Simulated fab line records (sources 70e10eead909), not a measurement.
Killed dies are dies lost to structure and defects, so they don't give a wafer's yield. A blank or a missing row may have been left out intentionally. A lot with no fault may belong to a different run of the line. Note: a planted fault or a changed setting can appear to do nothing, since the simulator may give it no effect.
Which tool is to blame?    flow nand_harc    24 lots with 72 wafers sampled at 3 steps, on a route of 1302 steps

## WHAT THE GAUGES SHOWED, per wafer
NHARC_A_CONTACT_CD_MEAS_42: target cd 300 nm. Usual: cd_nm 299.8 nm, standard deviation 0.58.
lot   measured      on         cd_nm (nm)         flag
L074  day 20 20:17  cd_sem-02  300.0 299.8 300.3  
L076  day 21 22:46  cd_sem-03  299.1 298.9 300.7  
L075  day 21 20:48  cd_sem-03  298.8 300.5 300.0  
L078  day 23 05:05  cd_sem-01  299.8 300.1 299.0  
L077  day 23 04:04  cd_sem-03  300.5 300.4 299.9  
L079  day 23 03:33  cd_sem-02  300.5 300.3 299.9  
L080  day 23 21:19  cd_sem-01  299.4 300.0 300.5  
L082  day 24 14:51  cd_sem-01  300.7 300.3 299.7  
L081  day 24 20:47  cd_sem-01  300.5 300.3 300.3  
L084  day 25 10:43  cd_sem-02  298.5 300.2 299.5  
L083  day 25 10:08  cd_sem-03  299.7 300.0 300.1  
L085  day 26 02:34  cd_sem-03  298.9 299.6 301.0  
L086  day 26 06:50  cd_sem-03  299.9 300.4 299.9  
L088  day 26 19:02  cd_sem-03  299.7 299.5 299.3  
L087  day 26 17:45  cd_sem-02  299.5 299.3 300.0  
L089  day 27 13:55  cd_sem-02  299.0 300.3 300.4  
L091  day 27 13:46  cd_sem-01  300.3 300.5 299.0  
L090  day 27 21:52  cd_sem-01  299.0 299.3 299.5  
L093  day 28 21:53  cd_sem-01  300.1 299.9 300.0  
L092  day 28 21:29  cd_sem-03  300.1 298.8 299.1  
L094  day 29 04:53  cd_sem-01  299.9 299.8 300.2  
L095  day 29 22:43  cd_sem-02  300.6 299.5 299.8  
L096  day 29 22:31  cd_sem-01  299.8 300.4 300.2  
L097  day 30 17:40  cd_sem-02  300.4 300.0 300.7  

## TOOL THAT RAN EACH LOT (tool first, then ch and the chambers of the sampled wafers, then the start)
lot   NHARC_A_WL_FILL_RTA_01            NHARC_A_WL_FILL_ETCHBACK_16
L074  rtp_anneal-01 ch 0, day 19 20:16  rie_diel-08 ch 0,3, day 20 20:17 or earlier
L076  rtp_anneal-01 ch 0, day 20 16:50  rie_diel-03 ch 0,3, day 21 22:46 or earlier
L075  rtp_anneal-02 ch 0, day 20 17:00  rie_diel-08 ch 1,3, day 21 20:48 or earlier
L078  rtp_anneal-02 ch 0, day 22 01:15  rie_diel-03 ch 2,3, day 23 05:05 or earlier
L077  rtp_anneal-02 ch 0, day 22 01:23  rie_diel-08 ch 0,1,3, day 23 04:04 or earlier
L079  rtp_anneal-01 ch 0, day 22 05:07  rie_diel-03 ch 2,3, day 23 03:33 or earlier
L080  rtp_anneal-01 ch 0, day 22 20:28  rie_diel-08 ch 1,2, day 23 21:19 or earlier
L082  rtp_anneal-01 ch 0, day 23 12:46  rie_diel-05 ch 1,2, day 24 14:51 or earlier
L081  rtp_anneal-02 ch 0, day 23 16:27  rie_diel-08 ch 0,1,3, day 24 20:47 or earlier
L084  rtp_anneal-02 ch 0, day 24 10:31  rie_diel-08 ch 0,1, day 25 10:43 or earlier
L083  rtp_anneal-02 ch 0, day 24 12:13  rie_diel-05 ch 1,2,3, day 25 10:08 or earlier
L085  rtp_anneal-01 ch 0, day 25 00:25  rie_diel-03 ch 1,2,3, day 26 02:34 or earlier
L086  rtp_anneal-02 ch 0, day 25 06:59  rie_diel-05 ch 0,2, day 26 06:50 or earlier
L088  rtp_anneal-01 ch 0, day 25 18:08  rie_diel-03 ch 0,2,3, day 26 19:02 or earlier
L087  rtp_anneal-02 ch 0, day 25 18:19  rie_diel-05 ch 0,1,2, day 26 17:45 or earlier
L089  rtp_anneal-01 ch 0, day 26 10:36  rie_diel-08 ch 1,3, day 27 13:55 or earlier
L091  rtp_anneal-01 ch 0, day 26 14:36  rie_diel-05 ch 0,1, day 27 13:46 or earlier
L090  rtp_anneal-02 ch 0, day 26 22:58  rie_diel-08 ch 0,2,3, day 27 21:52 or earlier
L093  rtp_anneal-02 ch 0, day 27 21:07  rie_diel-08 ch 0,2,3, day 28 21:53 or earlier
L092  rtp_anneal-01 ch 0, day 27 21:08  rie_diel-05 ch 0,2,3, day 28 21:29 or earlier
L094  rtp_anneal-01 ch 0, day 28 05:55  rie_diel-03 ch 0,3, day 29 04:53 or earlier
L095  rtp_anneal-01 ch 0, day 28 20:11  rie_diel-03 ch 0,2, day 29 22:43 or earlier
L096  rtp_anneal-01 ch 0, day 28 23:33  rie_diel-05 ch 0,1, day 29 22:31 or earlier
L097  rtp_anneal-01 ch 0, day 29 17:19  rie_diel-05 ch 1,2,3, day 30 17:40 or earlier
- NHARC_A_WL_FILL_RTA_01: time 5 s.
- NHARC_A_WL_FILL_ETCHBACK_16: etches the open film in C4F8/O2/Ar, target depth 120 nm, time 24 s.

## AS READ BY THE TOOLS THEMSELVES (means over the sampled wafers that have a number; for cases with no such wafer, the mark the record gives instead)
NHARC_A_WL_FILL_RTA_01. Usual: anneal_temp_c_max 1003.9, standard deviation 1.4; lamp_power_pct 28.7 %, standard deviation 1.4; lamp_zone_5_pct 28.7 %, standard deviation 1.4; wafer_temp_C_max 1006.6, standard deviation 2.1.
lot   tool           anneal_temp_c_max  lamp_power_pct (%)  lamp_zone_5_pct (%)  wafer_temp_C_max  flag
L074  rtp_anneal-01  1002.3             29.9                29.9                 1007.9            
L076  rtp_anneal-01  1003.0             29.9                29.9                 1008.2            
L075  rtp_anneal-02  1004.7             27.0                27.0                 1004.6            
L078  rtp_anneal-02  1004.7             27.0                27.0                 1005.0            
L077  rtp_anneal-02  1005.9             27.0                27.0                 1003.8            
L079  rtp_anneal-01  1002.4             29.8                29.8                 1009.1            
L080  rtp_anneal-01  1003.6             29.8                29.9                 1007.2            
L082  rtp_anneal-01  1003.0             29.9                29.9                 1009.4            
L081  rtp_anneal-02  1005.7             27.0                27.0                 1003.3            
L084  rtp_anneal-02  1005.4             27.0                27.0                 1005.1            
L083  rtp_anneal-02  1005.9             27.0                27.0                 1005.0            
L085  rtp_anneal-01  1002.5             29.9                29.9                 1007.8            
L086  rtp_anneal-02  1005.7             27.0                27.0                 1004.1            
L088  rtp_anneal-01  1003.5             29.9                29.9                 1008.0            
L087  rtp_anneal-02  1005.1             27.0                27.0                 1005.0            
L089  rtp_anneal-01  1002.7             29.9                29.8                 1007.1            
L091  rtp_anneal-01  1003.2             29.9                29.9                 1007.1            
L090  rtp_anneal-02  1004.6             27.0                27.0                 1005.2            
L093  rtp_anneal-02  1005.3             27.0                27.0                 1004.6            
L092  rtp_anneal-01  1002.5             29.9                29.9                 1008.1            
L094  rtp_anneal-01  1003.7             29.8                29.8                 1008.4            
L095  rtp_anneal-01  1002.7             29.9                29.9                 1008.5            
L096  rtp_anneal-01  1002.8             29.8                29.8                 1007.6            
L097  rtp_anneal-01  1002.7             29.9                29.8                 1007.9            

NHARC_A_WL_FILL_ETCHBACK_16. Usual: oes_product_au 0.986 a.u., standard deviation 0.03; rf_vpp_V 724 V, standard deviation 4.1.
lot   tool         oes_product_au (a.u.)  rf_vpp_V (V)  flag
L074  rie_diel-08  0.964                  720           
L076  rie_diel-03  1.004                  724           
L075  rie_diel-08  0.970                  723           
L078  rie_diel-03  1.000                  721           
L077  rie_diel-08  1.007                  722           
L079  rie_diel-03  0.994                  721           
L080  rie_diel-08  0.924                  727           
L082  rie_diel-05  0.971                  723           
L081  rie_diel-08  0.998                  722           
L084  rie_diel-08  0.995                  724           
L083  rie_diel-05  0.937                  725           
L085  rie_diel-03  0.984                  723           
L086  rie_diel-05  1.021                  720           
L088  rie_diel-03  0.984                  722           
L087  rie_diel-05  1.011                  721           
L089  rie_diel-08  0.999                  720           
L091  rie_diel-05  1.015                  722           
L090  rie_diel-08  0.921                  723           
L093  rie_diel-08  0.972                  723           
L092  rie_diel-05  1.022                  723           
L094  rie_diel-03  0.999                  724           
L095  rie_diel-03  0.971                  722           
L096  rie_diel-05  1.012                  722           
L097  rie_diel-05  1.002                  724           

## THE ANSWER, worked out from the rows above alone
Rule: lot off if the mean of its wafers having a number is beyond 3 standard deviations from the usual mean. A lot without any number at a reading at which 4 lots or more have one is off too. The other lots that the step has rows for count as sound. First the gauges in route order, then the tools' own readings, where a lot's mean is used as printed above. The first step at which some lot is off is used, and at that step the reading that is off furthest; a lot without a number counts as furthest.
Across all readings shown, no lot is off: no conclusion can be drawn from this.

## WHAT THE SIMULATOR PUT IN
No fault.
